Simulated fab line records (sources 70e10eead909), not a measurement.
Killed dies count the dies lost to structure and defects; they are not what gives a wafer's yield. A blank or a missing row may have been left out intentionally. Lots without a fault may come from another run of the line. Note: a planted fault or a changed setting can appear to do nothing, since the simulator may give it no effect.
Which tool did it? + flow nand harc + 24 lots, 72 wafers sampled, at 4 steps of a route of 1302

WHAT EACH GAUGE READ, for each wafer
NHARC_A_DECK1_JOINT_THK_MEAS_14: measures by ellipsometry. Usual: thk nm at 51.2 nm, with a standard deviation of 1.5.
| lot  | measured     | on            | thk nm (nm)    | flag |
|------|--------------|---------------|----------------|------|
| L076 | day 11 16:28 | film metro-02 | 51.9 51.7 53.5 |      |
| L075 | day 11 16:29 | film metro-01 | 50.3 53.0 50.3 |      |
| L074 | day 12 00:25 | film metro-02 | 50.3 51.9 51.4 |      |
| L077 | day 12 12:48 | film metro-01 | 48.3 52.4 48.9 |      |
| L078 | day 12 18:31 | film metro-01 | 52.7 52.6 51.2 |      |
| L079 | day 13 14:50 | film metro-01 | 49.8 52.6 51.7 |      |
| L080 | day 13 14:50 | film metro-02 | 51.5 50.1 50.4 |      |
| L081 | day 14 18:47 | film metro-01 | 51.6 51.6 52.5 |      |
| L082 | day 14 18:47 | film metro-02 | 53.5 53.0 51.8 |      |
| L084 | day 15 00:19 | film metro-02 | 51.4 50.8 52.0 |      |
| L083 | day 15 00:19 | film metro-01 | 51.0 52.0 50.6 |      |
| L085 | day 15 15:22 | film metro-01 | 49.6 49.4 52.8 |      |
| L086 | day 16 07:02 | film metro-01 | 52.0 53.1 51.8 |      |
| L088 | day 17 06:55 | film metro-01 | 53.5 48.8 50.3 |      |
| L089 | day 17 06:55 | film metro-02 | 50.0 49.0 50.7 |      |
| L087 | day 17 11:51 | film metro-02 | 52.5 49.5 49.1 |      |
| L090 | day 17 21:56 | film metro-01 | 52.4 50.9 50.9 |      |
| L091 | day 18 07:58 | film metro-01 | 51.6 51.6 51.5 |      |
| L092 | day 18 14:02 | film metro-02 | 49.5 51.8 51.5 |      |
| L093 | day 19 02:25 | film metro-01 | 52.3 51.4 52.0 |      |
| L094 | day 19 10:32 | film metro-01 | 51.0 49.0 50.7 |      |
| L095 | day 20 10:47 | film metro-01 | 49.8 50.5 51.5 |      |
| L096 | day 20 15:38 | film metro-01 | 50.9 51.4 52.6 |      |
| L097 | day 20 20:23 | film metro-02 | 47.9 48.0 53.4 |      |

NHARC_A_CHANNEL_HOLE_D2_CD_MEAS_10 targets a cd of 100 nm. Usual: cd nm at 100.0 nm, with a standard deviation of 0.55.
| lot  | measured     | on        | cd nm (nm)        | flag |
|------|--------------|-----------|-------------------|------|
| L076 | day 13 08:50 | cd sem-01 | 100.1 100.6 100.9 |      |
| L075 | day 13 10:32 | cd sem-01 | 99.3 99.5 99.6    |      |
| L074 | day 13 21:23 | cd sem-03 | 99.6 100.2 99.6   |      |
| L077 | day 14 08:47 | cd sem-03 | 100.4 100.5 100.0 |      |
| L078 | day 14 08:13 | cd sem-03 | 99.0 99.7 99.1    |      |
| L079 | day 15 07:16 | cd sem-03 | 100.3 99.8 100.1  |      |
| L080 | day 15 07:07 | cd sem-02 | 100.9 100.7 100.8 |      |
| L081 | day 16 21:21 | cd sem-03 | 100.1 100.3 99.7  |      |
| L082 | day 16 20:07 | cd sem-01 | 100.2 99.9 101.3  |      |
| L084 | day 16 20:08 | cd sem-03 | 99.6 99.9 100.5   |      |
| L083 | day 16 22:03 | cd sem-01 | 99.3 99.2 99.7    |      |
| L085 | day 17 15:19 | cd sem-03 | 99.7 100.1 100.3  |      |
| L086 | day 18 01:50 | cd sem-02 | 99.3 99.0 100.2   |      |
| L088 | day 18 22:29 | cd sem-02 | 99.8 100.9 99.6   |      |
| L089 | day 19 00:16 | cd sem-01 | 99.0 100.0 99.7   |      |
| L087 | day 18 22:39 | cd sem-01 | 99.6 99.4 100.2   |      |
| L090 | day 19 22:06 | cd sem-03 | 100.6 99.7 99.9   |      |
| L091 | day 19 22:36 | cd sem-03 | 99.2 99.7 99.7    |      |
| L092 | day 20 03:29 | cd sem-02 | 98.9 100.1 100.2  |      |
| L093 | day 20 20:03 | cd sem-02 | 99.9 99.9 98.9    |      |
| L094 | day 21 04:18 | cd sem-03 | 100.5 101.1 100.9 |      |
| L095 | day 22 13:42 | cd sem-01 | 100.3 100.2 100.6 |      |
| L096 | day 22 11:41 | cd sem-02 | 99.9 99.9 100.7   |      |
| L097 | day 22 16:14 | cd sem-02 | 100.3 100.2 100.0 |      |

NHARC_A_CHANNEL_HOLE_D2_CD_MEAS_18. Usual: cd nm at 99.5 nm, with a standard deviation of 2.1.
| lot  | measured     | on        | cd nm (nm)        | flag |
|------|--------------|-----------|-------------------|------|
| L076 | day 13 10:08 | cd sem-03 | 102.6 100.9 100.0 |      |
| L075 | day 13 11:49 | cd sem-03 | 97.8 94.2 98.4    |      |
| L074 | day 13 22:53 | cd sem-03 | 101.8 97.7 95.4   |      |
| L077 | day 14 10:04 | cd sem-01 | 100.4 100.8 102.8 |      |
| L078 | day 14 09:31 | cd sem-01 | 96.4 98.5 96.9    |      |
| L079 | day 15 08:34 | cd sem-02 | 98.0 98.1 97.6    |      |
| L080 | day 15 08:24 | cd sem-01 | 98.0 98.6 101.2   |      |
| L081 | day 16 22:39 | cd sem-03 | 99.5 99.4 99.2    |      |
| L082 | day 16 21:23 | cd sem-01 | 98.0 99.1 101.0   |      |
| L084 | day 16 21:26 | cd sem-02 | 100.3 102.8 104.8 |      |
| L083 | day 16 23:20 | cd sem-03 | 100.3 100.4 98.0  |      |
| L085 | day 17 17:00 | cd sem-01 | 98.9 97.8 97.1    |      |
| L086 | day 18 03:07 | cd sem-01 | 98.3 102.1 97.2   |      |
| L088 | day 18 23:47 | cd sem-02 | 100.9 101.7 103.4 |      |
| L089 | day 19 01:34 | cd sem-01 | 101.3 100.7 100.6 |      |
| L087 | day 18 23:56 | cd sem-01 | 98.8 100.3 97.5   |      |
| L090 | day 19 23:23 | cd sem-03 | 97.8 98.6 97.6    |      |
| L091 | day 19 23:53 | cd sem-02 | 97.0 98.3 101.9   |      |
| L092 | day 20 04:46 | cd sem-01 | 97.6 97.5 98.9    |      |
| L093 | day 20 21:20 | cd sem-02 | 103.3 99.1 100.8  |      |
| L094 | day 21 05:35 | cd sem-03 | 99.4 102.9 98.2   |      |
| L095 | day 22 14:59 | cd sem-03 | 100.5 99.3 99.3   |      |
| L096 | day 22 12:59 | cd sem-02 | 99.5 100.5 101.0  |      |
| L097 | day 22 17:32 | cd sem-01 | 100.0 99.3 98.2   |      |

WHICH TOOL RAN EACH LOT (tool, then ch and the chambers of the sampled wafers, then the start)
| lot  | NHARC_A_DECK1_JOINT_ETCHBACK_00  |
|------|----------------------------------|
| L076 | rie si-01 ch 0,1,2, day 11 16:37 |
| L075 | rie si-05 ch 2,3, day 11 16:37   |
| L074 | rie si-05 ch 1,3, day 12 00:33   |
| L077 | rie si-01 ch 0,1,2, day 12 12:56 |
| L078 | rie si-05 ch 1,3, day 12 18:38   |
| L079 | rie si-01 ch 0,3, day 13 14:57   |
| L080 | rie si-05 ch 1,2,3, day 13 14:57 |
| L081 | rie si-01 ch 0,2,3, day 14 18:56 |
| L082 | rie si-06 ch 0,1, day 14 18:55   |
| L084 | rie si-06 ch 1,2,3, day 15 00:26 |
| L083 | rie si-05 ch 0,2,3, day 15 00:26 |
| L085 | rie si-01 ch 0,2, day 15 15:30   |
| L086 | rie si-06 ch 0,1,2, day 16 07:11 |
| L088 | rie si-05 ch 2,3, day 17 07:03   |
| L089 | rie si-01 ch 2,3, day 17 07:04   |
| L087 | rie si-06 ch 0,2, day 17 11:59   |
| L090 | rie si-05 ch 1,3, day 17 22:04   |
| L091 | rie si-01 ch 0,2,3, day 18 08:05 |
| L092 | rie si-05 ch 1,2,3, day 18 14:10 |
| L093 | rie si-05 ch 0,1, day 19 02:34   |
| L094 | rie si-05 ch 0,1,3, day 19 10:40 |
| L095 | rie si-06 ch 0,2, day 20 10:55   |
| L096 | rie si-05 ch 1,2,3, day 20 15:47 |
| L097 | rie si-05 ch 0,1,2, day 20 20:31 |
- NHARC_A_DECK1_JOINT_ETCHBACK_00: etches the open film in HBr, target depth 30 nm, time 17.4 s.

AS READ BY THE TOOLS THEMSELVES (means over the sampled wafers that have a number; for cases with no such wafer, the mark the record gives instead)
NHARC_A_DECK1_JOINT_ETCHBACK_00. Usual: drypump motor current A 5.3 A, standard deviation 0.35; oes product au 0.998 a.u., standard deviation 0.01; throttle valve pct 23.266 %, standard deviation 0.0094.
| lot  | tool      | drypump motor current A (A) | oes product au (a.u.) | throttle valve pct (%) | flag |
|------|-----------|-----------------------------|-----------------------|------------------------|------|
| L076 | rie si-01 | 5.2                         | 0.994                 | 23.262                 |      |
| L075 | rie si-05 | 5.1                         | 1.013                 | 23.272                 |      |
| L074 | rie si-05 | 5.2                         | 1.000                 | 23.252                 |      |
| L077 | rie si-01 | 5.2                         | 0.985                 | 23.277                 |      |
| L078 | rie si-05 | 5.2                         | 0.989                 | 23.273                 |      |
| L079 | rie si-01 | 5.8                         | 1.001                 | 23.266                 |      |
| L080 | rie si-05 | 5.1                         | 0.992                 | 23.264                 |      |
| L081 | rie si-01 | 5.4                         | 0.997                 | 23.266                 |      |
| L082 | rie si-06 | 5.3                         | 0.999                 | 23.260                 |      |
| L084 | rie si-06 | 5.7                         | 0.993                 | 23.263                 |      |
| L083 | rie si-05 | 5.2                         | 0.995                 | 23.253                 |      |
| L085 | rie si-01 | 5.1                         | 0.991                 | 23.266                 |      |
| L086 | rie si-06 | 5.5                         | 0.999                 | 23.267                 |      |
| L088 | rie si-05 | 5.1                         | 1.008                 | 23.273                 |      |
| L089 | rie si-01 | 5.5                         | 1.004                 | 23.264                 |      |
| L087 | rie si-06 | 5.6                         | 0.991                 | 23.257                 |      |
| L090 | rie si-05 | 5.2                         | 1.003                 | 23.264                 |      |
| L091 | rie si-01 | 5.4                         | 0.994                 | 23.256                 |      |
| L092 | rie si-05 | 5.1                         | 1.005                 | 23.261                 |      |
| L093 | rie si-05 | 5.4                         | 0.991                 | 23.272                 |      |
| L094 | rie si-05 | 5.3                         | 1.003                 | 23.271                 |      |
| L095 | rie si-06 | 5.6                         | 1.000                 | 23.266                 |      |
| L096 | rie si-05 | 5.1                         | 1.002                 | 23.271                 |      |
| L097 | rie si-05 | 5.3                         | 0.995                 | 23.263                 |      |

THE ANSWER, worked out from the rows above alone
Rule: a lot is off if the mean of its wafers that have a number lies more than 3 standard deviations from the usual mean. Also off: a lot with no number at a reading for which 4 or more lots have one. The other lots that the step has rows for count as sound. The gauges are gone through in route order, then the tools' own readings, and for those a lot's mean is taken as printed above. The first step at which some lot is off is used, and at that step the reading that is off furthest; a lot without a number counts as furthest.
No lot is off on any of the readings shown, so nothing can be concluded from this.

WHAT HAD BEEN PUT IN BY THE SIMULATOR
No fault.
